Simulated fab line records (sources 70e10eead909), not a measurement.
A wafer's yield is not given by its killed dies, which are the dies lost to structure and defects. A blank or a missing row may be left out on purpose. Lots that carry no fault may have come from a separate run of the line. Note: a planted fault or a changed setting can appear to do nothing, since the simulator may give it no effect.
Check of tool commonality    flow nand_harc    11 lots, 33 wafers sampled

WHAT PROMPTED THE OPENING
At NHARC_P_M1_CD_MEAS_09 the reading cd_nm is flagged on 3 of 11 lots. No-fault wafers: 130.1 nm, standard deviation 0.6.
Rule: a lot is flagged in two cases, either no wafer of it has a number, or all its wafers with numbers fall more than 4 standard deviations from that mean. The other lots count as sound.

lot   measured      on         cd_nm (nm), wafer by wafer  flag
L774  day 5 19:08   cd_sem-03  131.3 130.8 131.1           
L775  day 6 08:57   cd_sem-03  131.0 130.6 131.0           
L779  day 7 13:02   cd_sem-03  128.8 129.1 129.9           
L781  day 7 17:51   cd_sem-03  129.7 130.4 130.6           
L782  day 7 21:01   cd_sem-02  129.7 129.6 128.9           
L783  day 7 21:20   cd_sem-02  130.5 131.1 130.0           
L784  day 8 13:10   cd_sem-02  129.5 130.5 130.2           
L790  day 10 02:11  cd_sem-01  166.1 165.7 166.1           FLAGGED
L792  day 10 04:25  cd_sem-02  165.2 166.1 166.8           FLAGGED
L793  day 10 12:15  cd_sem-02  167.0 166.6 166.4           FLAGGED
L796  day 11 10:26  cd_sem-03  130.2 129.5 129.3           
On average the flagged lots' numbers are 166.2 nm, which is +36.1 nm against the usual, or +60 standard deviations.

WHICH TOOL RAN EACH LOT
The record holds 1 process step before the reading, out of a route of 1159 steps. Every cell lists first the tool, next ch and the chambers used by the sampled wafers, and last the start.
lot   flag     NHARC_P_M1_PEB_07
L774           litho_track-01 ch 0, day 5 19:04
L775           litho_track-04 ch 0, day 6 08:52
L779           litho_track-01 ch 0, day 7 12:57
L781           litho_track-06 ch 0, day 7 17:46
L782           litho_track-01 ch 0, day 7 20:56
L783           litho_track-06 ch 0, day 7 21:15
L784           litho_track-06 ch 0, day 8 13:05
L790  FLAGGED  litho_track-01 ch 0, day 10 02:06
L792  FLAGGED  litho_track-01 ch 0, day 10 04:20
L793  FLAGGED  litho_track-01 ch 0, day 10 12:11
L796           litho_track-06 ch 0, day 11 10:22
These steps, and what they do:
- NHARC_P_M1_PEB_07: peb time 65 s.
- NHARC_P_M1_CD_MEAS_09: target cd 130 nm.

FLAGGED AGAINST TOTAL, ONE TOOL AT A TIME (gauges that did the reading follow at the end)
step                   tool            lots run  flagged  share of the flagged lots  sound lots run after its first flagged lot
NHARC_P_M1_PEB_07      litho_track-01  6         3        all                        0
NHARC_P_M1_PEB_07      litho_track-04  1         0        none                       -
NHARC_P_M1_PEB_07      litho_track-06  4         0        none                       -
NHARC_P_M1_CD_MEAS_09  cd_sem-01       1         1        some                       0
NHARC_P_M1_CD_MEAS_09  cd_sem-02       5         2        some                       0
NHARC_P_M1_CD_MEAS_09  cd_sem-03       5         0        none                       -

WHAT IS ALLOWED BY THE TABLE
Rows of the table that ran each flagged lot: 1, that is litho_track-01 at NHARC_P_M1_PEB_07.
- litho_track-01 at NHARC_P_M1_PEB_07 ran 6 lots, 3 of them flagged. Its last sound lot is L782 (day 7 20:56), its first flagged lot L790 (day 10 02:06): a fault that began between those two fits. Its own readings (heater_power_total_W, plate_temp_C) fall more than 4 standard deviations out on all wafers of the flagged lots.
What remains is a single tool, litho_track-01 at NHARC_P_M1_PEB_07.

WHAT THE SIMULATOR HAD INSERTED
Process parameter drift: litho_track-01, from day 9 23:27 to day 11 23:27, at NHARC_P_M1_PEB_07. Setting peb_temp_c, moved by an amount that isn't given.
Shown lots that were struck: L790, L792, L793. The rule given above showed the same thing.
